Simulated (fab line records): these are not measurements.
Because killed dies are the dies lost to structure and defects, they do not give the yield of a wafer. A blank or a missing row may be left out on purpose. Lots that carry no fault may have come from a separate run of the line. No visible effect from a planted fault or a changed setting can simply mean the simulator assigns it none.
Split-lot experiment | flow n5 finfet | route with 1938 steps; 7 lots, 39 wafers read

## ABOUT THE SPLIT
At N5_SD_EPI_P_ETCH_16 (etches SiO2 in CHF3/O2, target depth 5 nm), the setting target depth a was moved away from the recipe's 50 angstrom on 9 of the 39 wafers read, by +6.2% to +8.8%. All remaining wafers had this setting at the recipe value.

The reading comes from the split's own step.

## THE READING
etch.depth nm (the simulator's own value, which no gauge read), in nm, at N5_SD_EPI_P_ETCH_16 (etches SiO2 in CHF3/O2, target depth 5 nm). There is no usual value for it anywhere in the file. Average 4.939 nm, standard deviation 0.057 nm, over the 30 wafers here run with the recipe.

wafer  | tool, chamber at the split | target depth a as run, angstrom | against the recipe | etch.depth nm, nm | against lot-mates on the recipe
L078.1 | rie diel-02, 2             | 50                              | recipe             | 5.015             | -
L078.2 | rie diel-02, 3             | 50                              | recipe             | 4.949             | -
L078.3 | rie diel-02, 1             | 50                              | recipe             | 4.961             | -
L078.4 | rie diel-02, 0             | 50                              | recipe             | 4.909             | -
L078.5 | rie diel-02, 0             | 50                              | recipe             | 4.934             | -
L078.6 | rie diel-02, 3             | 50                              | recipe             | 4.944             | -
L084.1 | rie diel-01, 2             | 50                              | recipe             | 4.999             | -
L084.2 | rie diel-01, 1             | 50                              | recipe             | 4.874             | -
L084.3 | rie diel-01, 3             | 54.42                           | +8.8%              | 5.421             | +0.503
L084.4 | rie diel-01, 2             | 54.42                           | +8.8%              | 5.412             | +0.494
L084.5 | rie diel-01, 1             | 50                              | recipe             | 4.88              | -
L084.6 | rie diel-01, 3             | 54.42                           | +8.8%              | 5.357             | +0.439
L085.1 | rie diel-04, 3             | 50                              | recipe             | 5.009             | -
L085.2 | rie diel-04, 1             | 50                              | recipe             | 4.986             | -
L085.3 | rie diel-04, 0             | 50                              | recipe             | 4.886             | -
L085.4 | rie diel-04, 2             | 53.45                           | +6.9%              | 5.263             | +0.303
L085.5 | rie diel-04, 1             | 53.45                           | +6.9%              | 5.372             | +0.412
L085.6 | rie diel-04, 2             | 53.45                           | +6.9%              | 5.282             | +0.322
L089.1 | rie diel-01, 3             | 50                              | recipe             | 4.94              | -
L089.2 | rie diel-01, 1             | 50                              | recipe             | 4.85              | -
L089.3 | rie diel-01, 2             | 50                              | recipe             | 4.946             | -
L089.4 | rie diel-01, 0             | 50                              | recipe             | 4.916             | -
L089.5 | rie diel-01, 1             | 50                              | recipe             | 4.864             | -
L089.6 | rie diel-01, 2             | 50                              | recipe             | 4.991             | -
L090.1 | rie diel-04, 2             | 50                              | recipe             | 4.897             | -
L090.2 | rie diel-04, 0             | 50                              | recipe             | 4.86              | -
L090.3 | rie diel-04, 1             | 53.11                           | +6.2%              | 5.303             | +0.396
L090.4 | rie diel-04, 3             | 53.11                           | +6.2%              | 5.339             | +0.432
L090.5 | rie diel-04, 2             | 53.11                           | +6.2%              | 5.261             | +0.354
L090.6 | rie diel-04, 1             | 50                              | recipe             | 4.963             | -
L091.1 | rie diel-01, 3             | 50                              | recipe             | 4.921             | -
L091.2 | rie diel-01, 1             | 50                              | recipe             | 4.899             | -
L091.3 | rie diel-01, 0             | 50                              | recipe             | 5.064             | -
L091.4 | rie diel-01, 2             | 50                              | recipe             | 5.037             | -
L091.5 | rie diel-01, 3             | 50                              | recipe             | 5.003             | -
L091.6 | rie diel-01, 0             | 50                              | recipe             | 4.98              | -
L092.1 | rie diel-04, 2             | 50                              | recipe             | 4.865             | -
L092.3 | rie diel-04, 0             | 50                              | recipe             | 4.877             | -
L092.6 | rie diel-04, 1             | 50                              | recipe             | 4.952             | -

FIT RESULTS
A straight line over all 39 wafers: etch.depth nm changes by +0.0536 nm for each +1% of target depth a; r = +0.95; the points scatter about the line by 0.055 nm.
The same after taking each lot's own level away (the mean of its wafers on the recipe; 39 wafers): +0.0551 nm for each +1%; r = +0.96; scatter 0.05 nm.
The reading moves by 0.49 nm for the largest change in target depth a, on that fit.
From 4.8980 to 4.9840 nm: that is the span of the lots' own levels, equal to 1.5 times the standard deviation above.
The two slopes agree, so the slope changes little with the lot-to-lot level.
Check: for one of the wafers moved furthest among these (+8.8%), held out of the fit, the line's prediction against its lot-mates is +0.484 nm. Against them it came out at +0.503 nm.

## THESE WAFERS: OTHER SPLITS
Other splits were also applied to these wafers ahead of the reading. Each is held against what the fit with the lots' levels taken away leaves over:
other split on the same wafers               | wafers away from the commonest value | r with etch.depth nm (lot level and that fit taken away)
N5_WELL_APT_IMPLANT_31 energy kev            | 12                                   | +0.07
N5_PMOS_HMC_CHANNEL_EPI_FIN_RECESS_16 time s | 12                                   | +0.03
N5_DUMMY_GATE_ETCH_37 source w               | 6                                    | -0.22

## FILE'S OWN FIT
etch.depth nm changes by +0.0552 nm for each +1% of target depth a, r = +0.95.
